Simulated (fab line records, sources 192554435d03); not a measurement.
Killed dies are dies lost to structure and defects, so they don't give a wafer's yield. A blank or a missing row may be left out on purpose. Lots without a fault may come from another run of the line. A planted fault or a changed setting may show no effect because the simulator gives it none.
Split-lot experiment | flow n5_finfet | 7 lots, 21 wafers read, on a route of 1938 steps

THE SPLIT
At N5_BEOL_M3_COAT_62 (time 60 s, resist thk 12 nm), the setting spin_rpm was moved away from the recipe's 1500 rpm on 3 of the 21 wafers read, by +6.2% to +10.5%. The other wafers ran this setting at the recipe's value.

FROM THE SPLIT TO THE READING: what the file shows between them, 4 steps
- N5_BEOL_M3_COAT_73: time 60 s, resist thk 5 nm
- N5_BEOL_M3_COAT_05: resist thk 30 nm
- N5_BEOL_M3_DESCUM_16: chemistry O2, time 7 s
- N5_BEOL_M3_ETCH_74: etches underlayer in N2/H2, target depth 6.5 nm, time 5.2 s

THE READING
CAR-EUV_of_BEOL_M3_COAT_05.thk_nm (the simulator's own value, which no gauge read), in nm, at N5_BEOL_M3_ETCH_63 (etches SiARC in CF4, target depth 15.6 nm, time 26 s). The file gives no usual value for it. The 18 wafers here that ran the recipe average 11.1 nm, standard deviation 0.12 nm.

wafer  | tool, chamber at the split | spin_rpm as run, rpm | against the recipe | CAR-EUV_of_BEOL_M3_COAT_05.thk_nm, nm | against lot-mates on the recipe
L076.2 | litho_track-02, 0          | 1500                 | recipe             | 11                                    | -
L076.4 | litho_track-02, 0          | 1658                 | +10.5%             | 11.4                                  | +0.4
L076.5 | litho_track-02, 0          | 1500                 | recipe             | 11                                    | -
L078.1 | litho_track-01, 0          | 1500                 | recipe             | 11.2                                  | -
L078.3 | litho_track-01, 0          | 1500                 | recipe             | 11.2                                  | -
L078.4 | litho_track-01, 0          | 1500                 | recipe             | 11.2                                  | -
L083.1 | litho_track-02, 0          | 1500                 | recipe             | 11                                    | -
L083.5 | litho_track-02, 0          | 1500                 | recipe             | 11                                    | -
L083.6 | litho_track-02, 0          | 1500                 | recipe             | 11                                    | -
L090.4 | litho_track-01, 0          | 1500                 | recipe             | 11.2                                  | -
L090.5 | litho_track-01, 0          | 1500                 | recipe             | 11.4                                  | -
L090.6 | litho_track-01, 0          | 1500                 | recipe             | 11.2                                  | -
L093.1 | litho_track-02, 0          | 1500                 | recipe             | 11.2                                  | -
L093.2 | litho_track-02, 0          | 1500                 | recipe             | 11                                    | -
L093.3 | litho_track-02, 0          | 1500                 | recipe             | 11                                    | -
L092.1 | litho_track-03, 0          | 1500                 | recipe             | 11.2                                  | -
L092.3 | litho_track-03, 0          | 1500                 | recipe             | 11.2                                  | -
L092.6 | litho_track-03, 0          | 1500                 | recipe             | 11.2                                  | -
L097.3 | litho_track-02, 0          | 1593                 | +6.2%              | 11.6                                  | +0.4
L097.5 | litho_track-02, 0          | 1593                 | +6.2%              | 11.6                                  | +0.4
L097.4 | litho_track-02, 0          | 1500                 | recipe             | 11.2                                  | -

THE FIT
A straight line over all 21 wafers: CAR-EUV_of_BEOL_M3_COAT_05.thk_nm changes by +0.0448 nm for each +1% of spin_rpm; r = +0.69; the points scatter about the line by 0.14 nm.
The same after taking each lot's own level away (the mean of its wafers on the recipe; 21 wafers): +0.0483 nm for each +1%; r = +0.90; scatter 0.067 nm.
On that fit, the largest move of spin_rpm shifts the reading by 0.51 nm.
The lots' own levels span 11.00 to 11.27 nm, that is 2.3 times the standard deviation above.
So the lot-to-lot level blurs the effect unless lot-mates are compared.
Check: with one of the wafers moved furthest among these (+10.5%) left out of the fit, the line predicts +0.68 nm for it against its lot-mates. It came out at +0.4 nm against them.

OTHER SPLITS ON THESE WAFERS
These wafers also went through other splits before the reading. Each is held against what the fit with the lots' levels taken away leaves over:
other split on the same wafers            | wafers away from the commonest value | r with CAR-EUV_of_BEOL_M3_COAT_05.thk_nm (lot level and that fit taken away)
N5_BEOL_M0_SAQP_ETCH_107 bias_w           | 9                                    | +0.40
N5_BEOL_M0_CUTY_DESCUM_61 time_s          | 10                                   | +0.29
N5_BEOL_M0_TRENCH_ETCH_107 target_depth_a | 6                                    | -0.38
N5_BEOL_M1_PECVD_72 time_s                | 5                                    | -0.02
N5_BEOL_M1_COAT_05 spin_rpm               | 10                                   | +0.25

THE WHOLE CHAIN: every reading that the file lists as answering this split, in the file's order
step               | what it does                                         | reading                                                                            | change (the file's fit)                | r (the file's)
N5_BEOL_M3_COAT_62 | time 60 s, resist thk 12 nm                          | SiARC_of_BEOL_M3_COAT_62.thk_nm (the simulator's own value, which no gauge read)   | -0.0589 nm for each +1% of the setting | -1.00
N5_BEOL_M3_ETCH_63 | etches SiARC in CF4, target depth 15.6 nm, time 26 s | etch.depth_nm (the simulator's own value, which no gauge read)                     | -0.0563 nm for each +1% of the setting | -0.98
N5_BEOL_M3_ETCH_63 | etches SiARC in CF4, target depth 15.6 nm, time 26 s | CAR-EUV_of_BEOL_M3_COAT_05.thk_nm (the simulator's own value, which no gauge read) | +0.0448 nm for each +1% of the setting | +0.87

THE FILE'S OWN FIT
CAR-EUV_of_BEOL_M3_COAT_05.thk_nm changes by +0.0448 nm for each +1% of spin_rpm, r = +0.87.
